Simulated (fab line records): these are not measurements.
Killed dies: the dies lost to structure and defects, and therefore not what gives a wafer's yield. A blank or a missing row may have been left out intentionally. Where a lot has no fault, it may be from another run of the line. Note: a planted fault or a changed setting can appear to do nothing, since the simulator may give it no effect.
Which tool is to blame?    flow nandHarc    route of 1159 steps, sampled at 1 step: 12 lots, 36 wafers

== WHAT THE GAUGES SHOWED, per wafer ==
NHARC_A_CHANNEL_HOLE_D1_INSPECT_12.
lot   measured      on                rawDefectCount
L075  day 8 15:09   defectInspect-01  5 11 3
L074  day 8 16:49   defectInspect-02  6 6 7
L079  day 9 06:59   defectInspect-02  8 6 7
L080  day 10 00:38  defectInspect-02  5 5 6
L083  day 10 09:21  defectInspect-01  6 1 2
L088  day 11 06:10  defectInspect-02  7 1 4
L086  day 11 07:58  defectInspect-02  11 7 6
L090  day 12 03:38  defectInspect-02  6 5 5
L091  day 12 12:32  defectInspect-02  4 2 3
L093  day 12 17:43  defectInspect-02  3 5 5
L094  day 13 03:05  defectInspect-01  4 6 5
L097  day 14 01:03  defectInspect-01  7 2 5

== WHICH TOOL RAN EACH LOT (tool, then ch and the chambers of the sampled wafers, then the start) ==
No process step before these readings appears in the record.

== THE ANSWER, worked out from the rows above alone ==
Rule: the usual values come from the lots themselves. The widest of any qualifying gaps counts: lots, ordered by their means at a reading, are off when they make up no more than a third of the lots, leave a main group of 4 or more, and stand apart from it by 3 or more times the standard deviation of that group's means. A main group whose means are all the same, to the digits that the tables above print for the reading, isn't used. A lot without any number at a reading at which 4 lots or more have one is off too. All remaining lots with rows at the step are treated as sound.
No lot is off on any of the readings shown, so nothing can be concluded from this.

== WHAT WAS PUT IN BY THE SIMULATOR ==
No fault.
